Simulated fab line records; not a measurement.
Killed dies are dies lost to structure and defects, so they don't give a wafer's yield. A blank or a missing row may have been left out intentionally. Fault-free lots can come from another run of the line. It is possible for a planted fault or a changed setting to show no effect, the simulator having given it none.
A lot that was struck, set against a sound lot ; flow n5-finfet ; 39 out of 1938 route steps
Sound: wafers L539.2, L539.4, L539.6. Struck: wafer L548.2 (left out: L548.4, a lot-mate that was not struck); the cause follows at the end.
Per side, at each step with rows, come the tool, then ch with its chambers, and then its first start. Under that, the readings that differ: sound wafers ; struck wafers ; difference of the means ; sigmas: that difference in standard deviations of wafers without a fault.
alike: words and numbers the same on both sides, and readings whose means are apart by under 2 such deviations; not compared: readings that were withheld, readings missing a value for some wafer, numbers with overlapping values and no deviation given by the record, and bounds like >300 which may hide the same value.
A row with sigmas, a row that says differs or no value, or rows on one side alone: a step with any of these is where the two part. Non-overlapping numbers with no deviation appear without sigmas and do not part them. Lack of a reading on every wafer of one side parts them only where that side has two or more wafers.

first, 9 steps without rows for these wafers: N5_DUMMY_GATE_EXPOSE_12 (exposes mask GATE, target cd 25 nm); N5_DUMMY_GATE_PEB_13 (peb time 60 s); N5_DUMMY_GATE_DEVELOP_14 (develop time 30 s); N5_DUMMY_GATE_DESCUM_20 (chemistry O2, time 6.2 s); N5_DUMMY_GATE_ETCH_29 (etches underlayer in N2/H2, target depth 13 nm); N5_DUMMY_GATE_ETCH_36 (etches SiARC in CF4, target depth 13 nm); N5_DUMMY_GATE_ETCH_37 (etches SOC in N2/H2, target depth 60 nm, overetch 30 nm); N5_DUMMY_GATE_STRIP_38 (strips in N2/H2); N5_DUMMY_GATE_STRIP_39 (strips in N2/H2).
N5_DUMMY_GATE_TRIM_49: chemistry O2, time 29 s, target cd 14 nm.
  sound on rie-si-02 ch 0,3, day 4 10:48; struck on rie-si-02 ch 3, day 6 16:53
reading;sound;struck;difference;sigmas
oes-product-au (a.u.);0.967 1.013 1.015;1.402;+0.404;+21
model.DUMMY_GATE.cd-nm (nm);14 14 14;8.8;-5.2;
  alike: drypump-motor-current-A, throttle-valve-pct
  not compared: rf-hours-counter-h
then, 1 step without rows for these wafers: N5_DUMMY_GATE_STRIP_40 (strips in CF4).
N5_DUMMY_GATE_CD_MEAS_50 targets a cd of 14 nm.
  sound on cd-sem-01 at day 4 10:58; struck on cd-sem-01 at day 6 17:02
reading;sound;struck;difference;sigmas
cd-nm (nm);13.83 14.17 14.00;8.95;-5.05;-19
then, 6 steps without rows for these wafers: N5_DUMMY_GATE_ETCH_31 (etches SiO2 in C4F6/O2, target depth 82.5 nm, time 27.5 s); N5_DUMMY_GATE_STRIP_41 (strips in O2); N5_DUMMY_GATE_HM_OPEN_21 (chemistry CH3F/O2, target SiNx, target depth 120 nm, time 171.4 s); N5_DUMMY_GATE_ETCH_32 (etches SiO2 in CF4, target depth 3.5 nm, time 3.9 s); N5_DUMMY_GATE_ETCH_23 (etches poly-Si in HBr/Cl2/O2, target depth 41 nm, time 22.3 s); N5_DUMMY_GATE_ETCH_44 (etches poly-Si in HBr/O2, stops on SiO2, target depth 127.5 nm).
N5_DUMMY_GATE_CD_MEAS_24 targets a cd of 15 nm.
  sound on cd-sem-01 at day 4 11:27; struck on cd-sem-01 at day 6 17:40
reading;sound;struck;difference;sigmas
cd-nm (nm);15.2 15.2 14.9;9.7;-5.4;-16
N5_DUMMY_GATE_ETCH_42: etches SiO2 in CHF3/O2, target depth 3.5 nm, time 31 s.
  sound on rie-diel-04 ch 1,2, day 4 11:30; struck on rie-diel-06 ch 2, day 6 17:45
reading;sound;struck;difference;sigmas
model.DUMMY_GATE.cd-nm (nm);15 15.2 15;9.8;-5.3;
  alike: drypump-motor-current-A, oes_ar_750_au, oes-product-au, rf-vpp-V, showerhead-plenum-p-Torr, throttle-valve-pct
  not compared: rf-hours-counter-h
then, 17 steps without rows for these wafers: N5_DUMMY_GATE_STRIP_48 (strips in N2/H2, time 20 s); N5_DUMMY_GATE_PRECLEAN_33 (cleans in dHF, time 10 s); N5_DUMMY_GATE_PRECLEAN_25 (cleans in O3/DIW, time 45 s); N5_DUMMY_GATE_PRECLEAN_51 (cleans in SC2, time 45 s); N5_DUMMY_GATE_SRD_26 (time 30 s); N5_DUMMY_GATE_UV_OZONE_45 (time 120 s); N5_SPACER0_ALD_07 (deposits SiNx, target thk 2 nm); N5_SPACER0_ALD_00 (deposits SiOCN, target thk 3.5 nm, pulse time 3 s, purge time 2 s); N5_SPACER0_ALD_08 (deposits SiNx, target thk 2 nm); N5_SD_EPI_N_COAT_32 (time 60 s, resist thk 350 nm); N5_SD_EPI_N_COAT_33 (time 60 s, resist thk 35 nm); N5_SD_EPI_N_COAT_03 (resist thk 150 nm); N5_SD_EPI_N_EBR_05; N5_SD_EPI_N_SOFTBAKE_04 (time 60 s); N5_SD_EPI_N_EXPOSE_06 (exposes mask SD N BLK, target cd 120 nm); N5_SD_EPI_N_PEB_07 (peb time 60 s); N5_SD_EPI_N_DEVELOP_08 (develop time 30 s).
N5_BEOL_M4_RC_MEAS_101:
  the record has rows for the sound wafers here (prober-01 ch 0, day 9 00:07) and none for the struck ones
-- a jump in the record: the struck wafers' starts before and after are 9 days apart (it breaks off in module BEOL_M4 and resumes in module PASSIVATION, where the first step shown is number 1936 of the route) --
N5_PASSIVATION_PROBE_49:
  the record has rows for the struck wafers here (prober-01, day 15 18:16) and none for the sound ones

== WHERE THEY PART ==
At N5_DUMMY_GATE_TRIM_49 first; at N5_PASSIVATION_PROBE_49 last (within this record only).

WHY: whatever the simulator had introduced
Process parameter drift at N5_DUMMY_GATE_TRIM_49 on rie-si-02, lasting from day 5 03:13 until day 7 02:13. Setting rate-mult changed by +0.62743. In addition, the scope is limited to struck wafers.
